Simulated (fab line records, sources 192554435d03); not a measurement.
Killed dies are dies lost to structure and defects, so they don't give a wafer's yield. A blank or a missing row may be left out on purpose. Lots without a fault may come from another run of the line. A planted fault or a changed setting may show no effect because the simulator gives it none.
Which tool did it? | flow n5_finfet | 15 lots, 43 wafers sampled, at 6 steps of a route of 1938

WHAT THE GAUGES READ, wafer by wafer
N5_BEOL_M6_THK_MEAS_01.
lot  | measured     | on            | M6_ILD_THK (nm)
L222 | day 9 05:13  | film_metro-01 | 152.6 156.1 156.6
L223 | day 9 13:17  | film_metro-01 | 151.9 155.5 156.2
L225 | day 9 14:09  | film_metro-02 | 151.1 154.3 159.3
L226 | day 9 22:50  | film_metro-01 | 155.8 155.6 155.7
L227 | day 10 01:02 | film_metro-02 | 157.4 155.9 160.0
L228 | day 10 13:33 | film_metro-01 | 152.5 154.6 154.2
L235 | day 12 08:32 | film_metro-01 | 154.6 156.6 158.4
L233 | day 12 11:14 | film_metro-01 | 156.1 157.2 159.6
L236 | day 12 16:29 | film_metro-01 | 155.9 153.7 156.0
L239 | day 12 21:28 | film_metro-01 | 154.1 155.9
L237 | day 12 21:44 | film_metro-01 | 154.1 158.0 159.1
L240 | day 13 14:47 | film_metro-02 | 158.6 157.6
L241 | day 14 06:07 | film_metro-01 | 154.7 155.7 158.6
L243 | day 14 09:56 | film_metro-01 | 155.2 156.8 158.6
L244 | day 14 14:10 | film_metro-02 | 153.6 155.0 157.3

N5_BEOL_M6_CD_MEAS_18: pitch 80 nm, target cd 40 nm.
lot  | measured     | on        | cd_nm (nm)
L222 | day 9 07:57  | cd_sem-03 | 40.8 40.7 39.7
L223 | day 9 14:32  | cd_sem-03 | - - -
L225 | day 9 16:20  | cd_sem-01 | - - -
L226 | day 10 02:01 | cd_sem-02 | - - -
L227 | day 10 02:35 | cd_sem-03 | 40.3 39.7 39.8
L228 | day 10 15:00 | cd_sem-03 | 39.9 40.7 40.0
L235 | day 12 10:29 | cd_sem-03 | 40.1 39.5 39.4
L233 | day 12 12:35 | cd_sem-01 | 39.5 39.6 40.2
L236 | day 12 19:09 | cd_sem-01 | 38.6 39.0 40.0
L239 | day 12 23:58 | cd_sem-03 | 39.7 40.1
L237 | day 13 00:13 | cd_sem-02 | 40.1 40.6 40.6
L240 | day 13 17:06 | cd_sem-03 | 39.5 39.8
L241 | day 14 08:56 | cd_sem-02 | 40.1 39.7 39.9
L243 | day 14 13:17 | cd_sem-01 | 39.8 40.0 39.1
L244 | day 14 15:43 | cd_sem-01 | 39.9 40.2 40.3

WHICH TOOL RAN EACH LOT (tool, then ch and the chambers of the sampled wafers, then the start)
lot  | N5_BEOL_M5_ANNEAL_51             | N5_BEOL_M5_CMP_52             | N5_BEOL_M6_ETCH_62                 | N5_BEOL_M6_HM_OPEN_17
L222 | rtp_anneal-02 ch 0, day 9 03:41  | cmp-02 ch 0,1, day 9 03:59    | rie_diel-01 ch 0,2,3, day 9 07:35  | rie_metal-02 ch 0, day 9 07:46
L223 | rtp_anneal-01 ch 0, day 9 11:22  | cmp-04 ch 0,2,3, day 9 11:35  | rie_diel-02 ch 2,3, day 9 14:03    | rie_metal-03 ch 0,1, day 9 14:16
L225 | rtp_anneal-01 ch 0, day 9 12:31  | cmp-01 ch 2,3, day 9 12:49    | rie_diel-06 ch 0,2, day 9 15:58    | rie_metal-02 ch 0,1, day 9 16:09
L226 | rtp_anneal-02 ch 0, day 9 21:10  | cmp-04 ch 0,1,3, day 9 21:32  | rie_diel-06 ch 1,2, day 10 01:36   | rie_metal-02 ch 0,1, day 10 01:47
L227 | rtp_anneal-01 ch 0, day 9 23:35  | cmp-04 ch 0,2,3, day 9 23:49  | rie_diel-02 ch 0,1,2, day 10 02:13 | rie_metal-02 ch 0,1, day 10 02:25
L228 | rtp_anneal-01 ch 0, day 10 12:04 | cmp-02 ch 1,2,3, day 10 12:19 | rie_diel-01 ch 1,2,3, day 10 14:38 | rie_metal-01 ch 0,1, day 10 14:49
L235 | rtp_anneal-02 ch 0, day 12 07:02 | cmp-02 ch 1,2, day 12 07:23   | rie_diel-01 ch 1,2,3, day 12 09:58 | rie_metal-03 ch 0,1, day 12 10:09
L233 | rtp_anneal-02 ch 0, day 12 09:35 | cmp-02 ch 0,1,2, day 12 10:02 | rie_diel-02 ch 0,2, day 12 12:13   | rie_metal-02 ch 0,1, day 12 12:24
L236 | rtp_anneal-01 ch 0, day 12 15:00 | cmp-02 ch 0,2,3, day 12 15:18 | rie_diel-06 ch 1,2,3, day 12 18:47 | rie_metal-03 ch 0,1, day 12 18:58
L239 | rtp_anneal-01 ch 0, day 12 20:01 | cmp-01 ch 0,1, day 12 20:20   | rie_diel-06 ch 2,3, day 12 23:35   | rie_metal-01 ch 1, day 12 23:46
L237 | rtp_anneal-01 ch 0, day 12 20:14 | cmp-02 ch 0,2, day 12 20:32   | rie_diel-06 ch 0,2,3, day 12 23:50 | rie_metal-01 ch 0,1, day 13 00:02
L240 | rtp_anneal-01 ch 0, day 13 13:28 | cmp-01 ch 0,3, day 13 13:44   | rie_diel-06 ch 0,2, day 13 16:47   | rie_metal-03 ch 0,1, day 13 16:58
L241 | rtp_anneal-02 ch 0, day 14 04:40 | cmp-04 ch 0,2,3, day 14 04:58 | rie_diel-02 ch 0,1,2, day 14 08:32 | rie_metal-01 ch 0,1, day 14 08:44
L243 | rtp_anneal-02 ch 0, day 14 08:31 | cmp-02 ch 1,3, day 14 08:45   | rie_diel-02 ch 1,2,3, day 14 12:54 | rie_metal-01 ch 0,1, day 14 13:07
L244 | rtp_anneal-02 ch 0, day 14 12:19 | cmp-02 ch 0,1,2, day 14 12:37 | rie_diel-02 ch 0,1, day 14 15:22   | rie_metal-02 ch 0,1, day 14 15:32
- N5_BEOL_M5_ANNEAL_51: time 90 s.
- N5_BEOL_M5_CMP_52: polishes, stops on SiCOH lowk, t overpolish 6.9 s, target thk 62 nm.
- N5_BEOL_M6_ETCH_62: etches SOC in N2/H2, target depth 110 nm, overetch 22 nm, time 165 s.
- N5_BEOL_M6_HM_OPEN_17: chemistry Cl2/BCl3, target TiN, target depth 20 nm, overetch 6 nm.

WHAT THE TOOLS THEMSELVES READ (means of the sampled wafers that have a number; where no wafer has one, the mark that the record gives instead)
N5_BEOL_M5_ANNEAL_51.
lot  | tool          | wafer_temp_C_max
L222 | rtp_anneal-02 | 225.37
L223 | rtp_anneal-01 | 225.65
L225 | rtp_anneal-01 | 225.57
L226 | rtp_anneal-02 | 225.69
L227 | rtp_anneal-01 | 225.68
L228 | rtp_anneal-01 | 225.45
L235 | rtp_anneal-02 | 225.43
L233 | rtp_anneal-02 | 225.39
L236 | rtp_anneal-01 | 225.83
L239 | rtp_anneal-01 | 225.44
L237 | rtp_anneal-01 | 225.50
L240 | rtp_anneal-01 | 225.37
L241 | rtp_anneal-02 | 225.70
L243 | rtp_anneal-02 | 225.77
L244 | rtp_anneal-02 | 225.68

N5_BEOL_M5_CMP_52.
lot  | tool   | barrier_field_endpoint_s (s) | motor_current_A (A) | overpolish_run_s (s) | time_to_endpoint_s (s)
L222 | cmp-02 | 23.7                         | 6.5                 | 6.904                | 60.4
L223 | cmp-04 | 24.3                         | 6.2                 | 6.900                | 57.8
L225 | cmp-01 | 25.0                         | 5.6                 | 6.897                | 64.1
L226 | cmp-04 | 23.8                         | 6.4                 | 6.900                | 60.2
L227 | cmp-04 | 24.4                         | 6.1                 | 6.902                | 61.2
L228 | cmp-02 | 24.7                         | 6.2                 | 6.898                | 61.8
L235 | cmp-02 | 24.7                         | 5.8                 | 6.903                | 61.9
L233 | cmp-02 | 24.2                         | 6.5                 | 6.903                | 62.1
L236 | cmp-02 | 24.1                         | 6.1                 | 6.893                | 61.3
L239 | cmp-01 | 24.6                         | 6.0                 | 6.902                | 64.0
L237 | cmp-02 | 25.4                         | 5.8                 | 6.905                | 62.6
L240 | cmp-01 | 26.2                         | 6.0                 | 6.897                | 65.2
L241 | cmp-04 | 24.1                         | 6.2                 | 6.899                | 59.7
L243 | cmp-02 | 24.8                         | 6.4                 | 6.904                | 63.2
L244 | cmp-02 | 24.9                         | 6.1                 | 6.891                | 59.8

N5_BEOL_M6_ETCH_62.
lot  | tool        | bias_w (W) | chamber_pressure_mTorr (mTorr) | drypump_motor_current_A (A) | oes_product_au (a.u.) | rf_vpp_V (V) | showerhead_plenum_p_Torr (Torr) | throttle_valve_pct (%)
L222 | rie_diel-01 | 150.2      | 29.969                         | 5.7                         | 0.69                  | 527.0        | 2.66                            | 17.83
L223 | rie_diel-02 | -          | -                              | -                           | -                     | -            | -                               | -
L225 | rie_diel-06 | -          | -                              | -                           | -                     | -            | -                               | -
L226 | rie_diel-06 | -          | -                              | -                           | -                     | -            | -                               | -
L227 | rie_diel-02 | 150.1      | 30.023                         | 5.9                         | 0.68                  | 525.5        | 2.58                            | 17.65
L228 | rie_diel-01 | 149.9      | 30.008                         | 5.7                         | 0.69                  | 525.5        | 2.59                            | 17.81
L235 | rie_diel-01 | 149.9      | 30.003                         | 5.8                         | 0.77                  | 525.2        | 2.58                            | 17.70
L233 | rie_diel-02 | 149.9      | 30.019                         | 6.1                         | 0.70                  | 524.3        | 2.57                            | 17.48
L236 | rie_diel-06 | 149.4      | 29.989                         | 5.8                         | 0.66                  | 523.8        | 2.51                            | 18.00
L239 | rie_diel-06 | 149.3      | 30.018                         | 5.6                         | 0.63                  | 521.7        | 2.48                            | 18.05
L237 | rie_diel-06 | 150.2      | 30.010                         | 5.8                         | 0.66                  | 522.2        | 2.48                            | 18.06
L240 | rie_diel-06 | 150.4      | 30.005                         | 6.0                         | 0.70                  | 522.1        | 2.47                            | 18.00
L241 | rie_diel-02 | 149.8      | 29.984                         | 5.9                         | 0.74                  | 524.8        | 2.57                            | 17.59
L243 | rie_diel-02 | 150.0      | 30.017                         | 5.8                         | 0.74                  | 524.0        | 2.57                            | 17.57
L244 | rie_diel-02 | 150.1      | 30.015                         | 5.8                         | 0.72                  | 524.4        | 2.57                            | 17.69

N5_BEOL_M6_HM_OPEN_17.
lot  | tool         | drypump_motor_current_A (A) | oes_product_au (a.u.) | throttle_valve_pct (%)
L222 | rie_metal-02 | 5.64                        | 0.66                  | 22.03
L223 | rie_metal-03 | 6.03                        | 0.30                  | 22.72
L225 | rie_metal-02 | 5.58                        | 0.29                  | 22.66
L226 | rie_metal-02 | 5.57                        | 0.29                  | 22.66
L227 | rie_metal-02 | 5.57                        | 0.66                  | 22.01
L228 | rie_metal-01 | 5.82                        | 0.65                  | 22.04
L235 | rie_metal-03 | 6.03                        | 0.67                  | 22.06
L233 | rie_metal-02 | 5.58                        | 0.64                  | 22.03
L236 | rie_metal-03 | 6.04                        | 0.71                  | 22.27
L239 | rie_metal-01 | 5.83                        | 0.65                  | 22.51
L237 | rie_metal-01 | 5.81                        | 0.64                  | 22.06
L240 | rie_metal-03 | 6.04                        | 0.67                  | 22.20
L241 | rie_metal-01 | 5.82                        | 0.64                  | 22.05
L243 | rie_metal-01 | 5.81                        | 0.64                  | 22.05
L244 | rie_metal-02 | 5.51                        | 0.63                  | 22.02

THE ANSWER, worked out from the rows above alone
Rule: what is usual is taken from the lots themselves. Put in order of their means at a reading, lots are off if they are a third of the lots or fewer, leave a main group of 4 or more, and stand apart from it by a gap of 3 or more times the standard deviation of the main group's means; of several such gaps the widest counts. A main group whose means are all the same, to the digits that the tables above print for the reading, isn't used. A lot without any number at a reading at which 4 lots or more have one is off too. The other lots that the step has rows for count as sound. The gauges are gone through in route order, then the tools' own readings, and for those a lot's mean is taken as printed above. The first step at which some lot is off is used, and at that step the reading that is off furthest; a lot without a number counts as furthest.
Off: L223, L225, L226, at N5_BEOL_M6_CD_MEAS_18 (cd_nm). Without a number there: L223, L225, L226. The main group: mean 39.9 nm, standard deviation 0.34.
A tool fits if, at a process step before that reading, it ran every lot that is off, and no sound lot after the first of them. The gauges at N5_BEOL_M6_CD_MEAS_18 aren't tried: what is off there is off at N5_BEOL_M6_ETCH_62 too, on other tools, and a gauge's error can't cause that. None of those tried fits.

WHAT THE SIMULATOR HAD PUT IN
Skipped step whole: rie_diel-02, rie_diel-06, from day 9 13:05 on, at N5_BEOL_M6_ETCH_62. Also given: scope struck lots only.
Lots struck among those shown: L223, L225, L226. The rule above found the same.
